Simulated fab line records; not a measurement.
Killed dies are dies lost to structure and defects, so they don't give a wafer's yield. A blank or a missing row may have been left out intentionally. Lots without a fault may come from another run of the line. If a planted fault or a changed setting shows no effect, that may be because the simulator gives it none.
Chamber matching	flow n5Finfet	rieDiel-05 running N5_MOL_CONTACT_COAG_ETCHBACK_136: 4 sister chambers
The step etches SiO2 in CHF3, target depth 25 nm, time 16.7 s. 16 wafers are shown with their chamber, then 8 later ones without.

## WAFERS, EACH WITH ITS CHAMBER
wafer	chamber	drypumpMotorCurrentA (A)	throttleValvePct (%)	showerheadPlenumPTorr (Torr)
L075.3	1	5.2	18.51	2.36
L075.4	2	5.8	18.23	2.40
L075.6	1	5.2	18.50	2.36
L078.1	0	6.4	19.20	2.26
L078.2	1	5.2	18.52	2.36
L078.4	2	5.8	18.24	2.40
L079.4	3	5.3	18.46	2.38
L079.5	1	5.2	18.52	2.36
L079.6	2	5.8	18.22	2.40
L082.4	0	6.4	19.21	2.26
L082.5	2	5.8	18.24	2.39
L082.6	1	5.1	18.54	2.36
L084.2	2	5.9	18.25	2.39
L084.3	1	5.1	18.55	2.35
L084.6	0	6.4	19.22	2.26
L089.3	3	5.3	18.52	2.37

SIGNATURES (means of the wafers above)
reading	chamber 0	chamber 1	chamber 2	chamber 3	scatter within a chamber
drypumpMotorCurrentA	6.400	5.167	5.820	5.300	0.0422
throttleValvePct	19.2100	18.5233	18.2360	18.4900	0.0188
showerheadPlenumPTorr	2.2600	2.3583	2.3960	2.3750	0.00459
Rule: for each reading, subtract the chamber's mean from the wafer's reading, divide by that reading's scatter and square the result; add these up over the readings and take the root, which gives the wafer's distance from the chamber. The wafer belongs to the nearest chamber; if the next one is less than 2 further off, it can't be placed. The scatter: take each reading less its chamber's mean, square it, sum over the shown wafers, divide by the number of wafers less the number of chambers, and take the root.

## WAFERS MISSING THEIR CHAMBER
wafer	drypumpMotorCurrentA (A)	throttleValvePct (%)	showerheadPlenumPTorr (Torr)
L089.5	5.3	18.52	2.37
L089.6	6.4	19.25	2.26
L090.1	5.3	18.50	2.37
L090.4	5.8	18.27	2.39
L090.5	5.3	18.52	2.37
L094.1	5.3	18.52	2.36
L094.4	5.1	18.58	2.34
L094.6	5.1	18.58	2.34

## WHICH CHAMBER EACH WENT THROUGH
wafer	from the rows above	in truth
L089.5	3	3
L089.6	0	0
L090.1	3	3
L090.4	2	2
L090.5	3	3
L094.1	can't be placed: 1 or 3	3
L094.4	1	1
L094.6	1	1
Correctly placed: 7 of 8. These rows do not allow placing 1 (true chamber among the candidates in 1). Number placed wrongly: 0.
